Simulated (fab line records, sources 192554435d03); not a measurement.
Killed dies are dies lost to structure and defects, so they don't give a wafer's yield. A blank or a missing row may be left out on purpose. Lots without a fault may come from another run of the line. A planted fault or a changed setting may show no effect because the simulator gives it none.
fab line records | flow n5_finfet
record lots=11 wafers=32 last_day=18
route steps=1938 shown BEOL_M7@1323 BEOL_M8@1350
lots that met no fault: from a run of the same line without faults
start_h: hours from the record's first day to the start of the lot's first wafer shown | wait_h: hours since the lot's step before | " the same as in the row above | L1.1+2: a row that stands for several wafers | - no value, or no start given | * or withheld: withheld | < > ~ a bound
route shown NAME@n: a module of which the file shows steps, and the number in the route of the first | usual: mean/standard deviation of fault-free wafers | same: alike in all rows | chamber/n: place in a boat | sites: the reading at each site | _std_site: their standard deviation | _edge_site: outer sites' mean less inner sites' | radius_mm: how far each site lies from the wafer's centre | mask NAME#n: copy n | behind: the tool/chamber that last shaped the wafer | hold: why the lot was held/for how many hours/how that ended | device: the transistor (n, p or np) that didn't switch | end of line: the same wafers' tests at the end of the route | a step without rows: its recipe alone | killed: dies lost to structure and defects at the first sort, not the wafer's yield | map: a wafer's dies, x killed, . not, _ none there
set.NAME: the setting as run; set.NAME@STEP: as run at that earlier step | model.NAME: the simulator's own value behind a step, which no gauge read
steps of the route over a sample of lots; a table a step, a row a wafer
services: from which hour (start_h, from the record's first day; less than 0 if before it) a tool's chamber was out of use, for how many hours, and why
## steps
# step N5_BEOL_M7_SPUTTER_48
# recipe material=Cu target_thk_a=100 temp_c=-20 bias_v=60 power_w=26000 chamber_pressure_pa=0.13 time_s=1.667
# usual bias_v=60.0/0.56 cathode_dc_power_W=26001/5 throttle_valve_pct=29.7/0.93
# columns lot.wafer tool chamber start_h wait_h bias_v cathode_dc_power_W throttle_valve_pct
L485.1 pvd_sputter-03 - 223.12 0.2 60.4 25992 30.3
L485.3 " - " " 59.8 26000 29.9
L485.6 " - " " 60.6 26001 30.5
L486.3 pvd_sputter-02 - 246.31 0.1 60.6 26000 28.9
L486.4 " - " " 61.3 25997 29.8
L486.5 " - " " 60.5 26003 29.1
L489.2 pvd_sputter-02 - 246.62 0.1 59.8 25996 28.1
L489.3 " - " " 60.0 25998 29.8
L489.5 " - " " 59.3 25998 28.2
L490.1 pvd_sputter-03 - 255.44 0.1 59.1 26004 30.5
L490.2 " - " " 60.4 26008 29.6
L490.4 " - " " 59.7 26002 28.6
L491.1 pvd_sputter-01 - 266.11 0.8 59.4 26003 30.5
L491.2 " - " " 59.6 25993 31.8
L491.4 " - " " 59.9 25993 30.7
L492.1 pvd_sputter-03 - 266.93 0.1 59.8 26003 30.2
L492.2 " - " " 61.2 26007 28.5
L492.6 " - " " 61.4 25998 28.7
L495.1 pvd_sputter-01 - 307.58 0.3 59.6 26003 29.3
L495.3 " - " " 61.1 26001 31.8
L495.6 " - " " 59.9 25992 30.9
L496.3 pvd_sputter-03 - 307.72 0.1 59.6 26008 30.2
L496.5 " - " " 60.2 25998 30.2
L503.2 pvd_sputter-02 - 351.18 0.2 59.9 25995 29.9
L503.3 " - " " 60.5 25998 29.4
L503.4 " - " " 59.4 25998 28.0
L504.2 pvd_sputter-02 - 356.05 0.1 59.7 26002 29.0
L504.3 " - " " 60.5 25999 30.0
L504.4 " - " " 59.8 26000 28.1
L505.2 pvd_sputter-03 - 356.84 0.1 59.8 26011 30.3
L505.4 " - " " 60.1 25990 30.2
L505.5 " - " " 60.3 25987 28.7
# step N5_BEOL_M7_ANNEAL_51
# recipe temp_c=225 time_s=90 ambient=N2
# usual anneal_temp_c_max=226.1/0.44 wafer_temp_C_max=225.97/0.26
# columns lot.wafer tool chamber start_h wait_h anneal_temp_c_max wafer_temp_C_max
L485.1 rtp_anneal-02 0 223.69 0.4 226.2 225.92
L485.3 " 0 " " 226.8 226.22
L485.6 " 0 " " 226.8 226.26
L486.3 rtp_anneal-01 0 247.07 0.6 225.5 225.32
L486.4 " 0 " " 225.4 226.05
L486.5 " 0 " " 225.6 225.55
L489.2 rtp_anneal-01 0 247.75 1.0 225.4 226.31
L489.3 " 0 " " 225.6 225.71
L489.5 " 0 " " 225.7 226.39
L490.1 rtp_anneal-02 0 255.65 0.1 226.6 226.18
L490.2 " 0 " " 226.5 225.88
L490.4 " 0 " " 226.5 225.57
L491.1 rtp_anneal-02 0 266.32 0.1 226.3 225.88
L491.2 " 0 " " 226.2 226.04
L491.4 " 0 " " 226.8 225.93
L492.1 rtp_anneal-01 0 267.38 0.3 225.4 226.02
L492.2 " 0 " " 225.4 225.69
L492.6 " 0 " " 225.3 225.81
L495.1 rtp_anneal-02 0 308.52 0.7 226.5 225.60
L495.3 " 0 " " 226.4 225.84
L495.6 " 0 " " 226.4 225.59
L496.3 rtp_anneal-01 0 308.85 0.9 225.8 225.82
L496.5 " 0 " " 225.4 225.95
L503.2 rtp_anneal-02 0 351.44 0.1 226.4 225.70
L503.3 " 0 " " 226.4 225.97
L503.4 " 0 " " 226.5 225.88
L504.2 rtp_anneal-01 0 356.42 0.2 225.7 226.15
L504.3 " 0 " " 225.8 226.19
L504.4 " 0 " " 225.9 226.54
L505.2 rtp_anneal-01 0 357.09 0.1 226.1 225.78
L505.4 " 0 " " 225.8 226.25
L505.5 " 0 " " 225.9 225.76
# step N5_BEOL_M7_THK_MEAS_53
# recipe thk_meas_gauge=xrf reads=Cu_of_BEOL_M7_ECD_50
# usual M7_THK=79.7/2.9
# columns lot.wafer tool chamber start_h wait_h M7_THK[nm]
L485.1 film_metro-02 - 224.28 - 81.0
L485.3 " - " " 81.1
L485.6 " - " " 82.2
L486.3 film_metro-01 - 247.57 - 75.2
L486.4 " - " " 75.2
L486.5 " - " " 75.5
L489.2 film_metro-02 - 248.31 - 81.5
L489.3 " - " " 79.7
L489.5 " - " " 82.7
L490.1 film_metro-02 - 256.25 - 79.7
L490.2 " - " " 77.6
L490.4 " - " " 79.0
L491.1 film_metro-01 - 266.99 - 80.7
L491.2 " - " " 80.7
L491.4 " - " " 82.7
L492.1 film_metro-01 - 267.97 - 80.6
L492.2 " - " " 83.0
L492.6 " - " " 80.7
L495.1 film_metro-02 - 309.11 - 79.2
L495.3 " - " " 80.5
L495.6 " - " " 78.1
L496.3 film_metro-01 - 309.35 - 80.6
L496.5 " - " " 80.7
L503.2 film_metro-01 - 351.99 - 82.8
L503.3 " - " " 80.5
L503.4 " - " " 79.4
L504.2 film_metro-01 - 357.02 - 82.2
L504.3 " - " " 79.4
L504.4 " - " " 77.7
L505.2 film_metro-01 - 357.64 - 80.7
L505.4 " - " " 77.1
L505.5 " - " " 76.9
# step N5_BEOL_M8_ETCH_62
# recipe chemistry=N2/H2 target=SOC target_depth_a=1100 overetch_a=220 mask_material=SiARC temp_c=40 time_s=165 ion_energy_ev=200 pressure_mtorr=30 source_w=840 bias_w=150 n2_flow_sccm=200 h2_flow_sccm=200
# usual bias_w=150.0/0.46 drypump_motor_current_A=5.5/0.5 oes_product_au=0.65/0.053 rf_vpp_V=525.1/2.1 showerhead_plenum_p_Torr=2.59/0.076 throttle_valve_pct=17.95/0.092
# columns lot.wafer tool chamber start_h wait_h bias_w drypump_motor_current_A oes_product_au rf_hours_counter_h rf_vpp_V showerhead_plenum_p_Torr throttle_valve_pct
L485.1 rie_diel-05 2 226.87 0.0 150.1 5.6 0.70 65 527.4 2.70 17.92
L485.3 " 1 " " 150.6 5.6 0.70 86 521.9 2.48 17.99
L485.6 " 0 " " 150.0 6.2 0.70 - 522.7 2.45 17.95
L486.3 rie_diel-05 1 252.69 0.0 150.1 5.6 0.70 97 523.2 2.47 18.00
L486.4 " 2 " " 150.1 5.6 0.70 74 527.4 2.70 17.94
L486.5 " 1 " " 150.0 5.6 0.69 - 521.8 2.47 18.00
L489.2 rie_diel-05 1 253.32 0.0 149.7 5.6 0.70 97 521.9 2.47 18.03
L489.3 " 3 " " 150.4 4.6 0.69 90 528.6 2.67 17.88
L489.5 " 2 " " 150.8 5.6 0.70 - 528.4 2.70 17.95
L490.1 rie_diel-01 2 258.31 0.0 149.5 5.0 0.60 203 525.3 2.60 17.98
L490.2 " 1 " " 150.3 5.3 0.70 72 524.2 2.58 17.77
L490.4 " 0 " " 149.2 6.3 0.67 119 525.1 2.57 17.80
L491.1 rie_diel-01 1 269.03 0.0 150.1 5.2 0.70 74 524.5 2.58 17.77
L491.2 " 0 " " 149.8 6.3 0.66 122 524.5 2.57 17.82
L491.4 " 3 " " 150.6 5.3 0.59 215 527.2 2.62 17.88
L492.1 rie_diel-01 2 271.80 0.0 199.9 4.9 0.60 208 630.1 2.60 18.00
L492.2 " 1 " " 149.7 5.3 0.69 75 524.5 2.58 17.78
L492.6 " 3 " " 150.2 5.3 0.59 - 525.2 2.62 17.88
L495.1 rie_diel-01 3 311.03 0.0 149.4 5.3 0.58 231 526.4 2.61 17.90
L495.3 " 2 " " 199.2 5.0 0.60 223 627.7 2.59 18.02
L495.6 " 2 " " 199.0 5.0 0.59 - 628.2 2.60 18.04
L496.3 rie_diel-01 0 311.29 0.0 149.8 6.4 0.64 137 523.2 2.57 17.86
L496.5 " 1 " " 149.3 5.2 0.67 - 524.7 2.57 17.80
L503.2 rie_diel-05 3 353.84 0.0 149.8 4.6 0.66 127 527.0 2.66 17.94
L503.3 " 2 " " 150.1 5.6 0.67 114 527.3 2.68 18.02
L503.4 " 1 " " 150.3 5.7 0.67 130 521.0 2.46 18.07
L504.2 rie_diel-01 3 362.50 0.0 149.5 5.3 0.57 247 525.7 2.61 17.95
L504.3 " 2 " " 150.5 4.9 0.59 240 525.6 2.59 18.05
L504.4 " 0 " " 149.8 6.3 0.64 154 523.0 2.56 17.87
L505.2 rie_diel-01 1 362.97 0.0 150.1 5.3 0.67 108 523.5 2.56 17.83
L505.4 " 2 " " 150.3 5.0 0.59 240 526.4 2.59 18.05
L505.5 " 2 " " 150.6 5.0 0.58 - 525.7 2.59 18.05
## services
# columns tool chamber start_h hours kind
rie_diel-01 0 228.17 6.0 repair
rie_diel-01 - 238.12 15.6 pm
rie_diel-01 1 263.76 3.0 repair
rtp_anneal-01 - 293.98 2.9 pm
rie_diel-01 - 322.39 0.2 repair
pvd_sputter-03 - 350.34 3.1 repair
## key
first_sign step=N5_BEOL_M8_ETCH_62 reading=bias_w direction=up sigmas=99+ usual=* struck=*
effect step=N5_BEOL_M8_ETCH_62 reading=rf_vpp_V direction=up sigmas=49 usual=525.1 struck=628.7
met_at N5_BEOL_M8_ETCH_62
struck_lots L492,L495
struck_wafers L492.1,L495.3,L495.6
not_acting_at N5_BEOL_M7_SPUTTER_48,N5_BEOL_M7_ANNEAL_51,N5_BEOL_M7_THK_MEAS_53
onset_between 258.31 271.80
fault kind=process_parameter_drift tool=rie_diel-01 chamber=2 onset_h=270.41 steps=N5_BEOL_M8_ETCH_62 channel=bias_w offset=* shape=step end_h=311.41 acts_in=* stated=*
